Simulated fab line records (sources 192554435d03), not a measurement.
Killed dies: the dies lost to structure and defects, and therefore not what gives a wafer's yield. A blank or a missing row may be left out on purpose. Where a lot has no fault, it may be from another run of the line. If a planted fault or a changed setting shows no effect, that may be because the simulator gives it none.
Matching of chambers -- flow n5_finfet -- N5_BEOL_M10_STRIP_67 on rie_diel-02 has 4 sister chambers
The step strips in CF4. 18 wafers are shown with their chamber, then 9 later ones without.

## WAFERS, EACH WITH ITS CHAMBER
wafer,chamber,showerhead_plenum_p_Torr (Torr),oes_product_au (a.u.),throttle_valve_pct (%)
L075.1,0,1.89,0.82,13.27
L075.4,2,1.76,0.96,13.27
L075.5,3,1.85,0.73,13.54
L079.3,2,1.76,0.94,13.29
L079.4,0,1.88,0.80,13.29
L079.6,2,1.76,0.94,13.30
L080.1,0,1.88,0.80,13.32
L080.2,3,1.84,0.71,13.57
L080.6,2,1.76,0.92,13.32
L082.1,3,1.84,0.71,13.58
L082.2,0,1.88,0.80,13.33
L082.3,1,1.88,0.78,13.61
L082.4,2,1.76,0.91,13.32
L082.5,1,1.88,0.78,13.60
L082.6,2,1.76,0.92,13.34
L090.1,2,1.75,0.88,13.37
L090.4,3,1.84,0.70,13.63
L090.5,1,1.87,0.76,13.65

SIGNATURES, as means of the wafers listed above
reading,chamber 0,chamber 1,chamber 2,chamber 3,scatter within a chamber
showerhead_plenum_p_Torr,1.8825,1.8767,1.7586,1.8425,0.00465
oes_product_au,0.8050,0.7733,0.9243,0.7125,0.0189
throttle_valve_pct,13.3025,13.6200,13.3157,13.5800,0.0321
Rule: a wafer lies at a distance from a chamber equal to the root of the sum of squares, over the readings, of (its reading less the chamber's mean, divided by the reading's scatter). The wafer belongs to the nearest chamber; if the next one is less than 2 further off, it can't be placed. The scatter: the root of (the sum of the squares of (reading less its chamber's mean) over the shown wafers, divided by (wafers less chambers)).

## WAFERS MISSING THEIR CHAMBER
wafer,showerhead_plenum_p_Torr (Torr),oes_product_au (a.u.),throttle_valve_pct (%)
L094.1,1.75,0.86,13.38
L094.2,1.87,0.77,13.37
L094.4,1.75,0.87,13.40
L095.1,1.84,0.70,13.62
L095.2,1.75,0.86,13.39
L095.3,1.87,0.77,13.38
L095.4,1.75,0.86,13.41
L095.5,1.87,0.77,13.39
L095.6,1.84,0.69,13.63

## CHAMBER TAKEN BY EACH
wafer,from the rows above,in truth
L094.1,2,2
L094.2,0,0
L094.4,2,2
L095.1,3,3
L095.2,2,2
L095.3,0,0
L095.4,2,2
L095.5,0,0
L095.6,3,3
Placed correctly: 9 of 9. Can't be placed from these rows: 0. Wrongly placed: 0.
